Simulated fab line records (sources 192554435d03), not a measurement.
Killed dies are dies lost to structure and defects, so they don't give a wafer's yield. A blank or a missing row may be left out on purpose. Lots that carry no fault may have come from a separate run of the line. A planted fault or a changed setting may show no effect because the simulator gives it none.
The same fault as seen by 2 desks :: flow n5 finfet :: each desk has only its own numbers; what lay behind them comes last

## METROLOGY DESK
Lot by lot, what the gauges showed, no matter which tool ran the lot: averages of those sampled wafers that carry a number. A lot is out of limits, marked OUT, if its mean lies more than 4 standard deviations from the usual mean; the brackets give that distance. Only the readings that lie furthest out on some lot appear, 7 of the 10 it has.
Columns: A = DIBL_N at N5_BEOL_M4_RC_MEAS_101, usual 35.3 mV/V; B = DIBL_P at N5_BEOL_M4_RC_MEAS_101, usual 35.2 mV/V; C = IOFF_N at N5_BEOL_M4_RC_MEAS_101, usual 0.144 nA/um; D = IOFF_P at N5_BEOL_M4_RC_MEAS_101, usual 0.19 nA/um; E = SS_N at N5_BEOL_M4_RC_MEAS_101, usual 71.2 mV/dec; F = SS_P at N5_BEOL_M4_RC_MEAS_101, usual 73.0 mV/dec; G = VT_N at N5_BEOL_M4_RC_MEAS_101, usual 251 mV
lot: L114
first seen here: day 8 03:44
A: 36.0
B: 34.2
C: 0.129
D: 0.18
E: 71.5
F: 73.3
G: 254

lot: L115
first seen here: day 9 00:25
A: 33.7
B: 34.2
C: 0.131
D: 0.18
E: 70.8
F: 72.8
G: 252

lot: L118
first seen here: day 10 14:41
A: 34.3
B: 34.3
C: 0.124
D: 0.17
E: 70.9
F: 72.7
G: 254

lot: L121
first seen here: day 10 21:23
A: 34.0
B: 33.8
C: 0.128
D: 0.18
E: 70.9
F: 72.6
G: 251

lot: L122
first seen here: day 10 22:10
A: 34.1
B: 35.3
C: 0.139
D: 0.18
E: 71.0
F: 72.8
G: 252

lot: L123
first seen here: day 11 00:54
A: 37.7
B: 38.1
C: 0.182
D: 0.24
E: 71.6
F: 73.9
G: 246

lot: L129
first seen here: day 12 16:12
A: 36.1
B: 37.0
C: 0.164
D: 0.21
E: 71.2
F: 74.0
G: 250

lot: L132
first seen here: day 13 18:06
A: 35.5
B: 34.5
C: 0.137
D: 0.18
E: 70.8
F: 72.4
G: 252

lot: L130
first seen here: day 14 03:11
A: 36.2
B: 37.2
C: 0.146
D: 0.21
E: 71.3
F: 73.3
G: 252

lot: L137
first seen here: day 15 05:55
A: 38.0
B: 37.8
C: 0.181
D: 0.23
E: 72.3
F: 74.2
G: 248
Finding of this desk: none of the 10 lots has anything out of limits.

## FOR THE TOOL OWNER'S DESK: cvd co-02
The tool's own readings at N5_BEOL_M1_CVD_47 (deposits Co from CCTBA/H2, target thk 3 nm, time 223.8 s): means of the sampled wafers that have a number, for each lot that ran on this tool. A lot is out of limits, marked OUT, if its mean lies more than 4 standard deviations from the usual mean; the brackets give that distance.
Columns: A = run length s at N5_BEOL_M1_CVD_47, usual 247.2 s
lot: L115
first seen here: day 6 16:05
A: 247.4

lot: L118
first seen here: day 7 15:48
A: 247.4

lot: L129
first seen here: day 10 10:46
A: 349.4 (+99 or more) OUT

lot: L130
first seen here: day 10 14:24
A: 349.7 (+99 or more) OUT

lot: L132
first seen here: day 10 16:38
A: 349.5 (+99 or more) OUT
This desk's finding: out of limits on L129, L130, L132; first on L129, day 10 10:46 (run length s at N5_BEOL_M1_CVD_47). In limits: L115, L118.

## TAKEN TOGETHER
At day 10 10:46, on L129, L130, L132, the tool owner's desk was in a position to raise an alarm.
The metrology desk saw nothing out of limits.
The metrology desk has L129, L130, L132 on record, within its limits.
N5_BEOL_M1_CVD_47 was run on cvd co-02 by each of the lots named.

## WHAT WAS PUT IN BY THE SIMULATOR
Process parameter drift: cvd co-02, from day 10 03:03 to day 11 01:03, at N5_BEOL_M1_CVD_47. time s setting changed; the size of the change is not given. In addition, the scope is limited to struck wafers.
Shown lots that were struck: L129, L130, L132.
Time in hours from fault onset to the first out-of-limits reading at each desk: the tool owner's desk, 8.
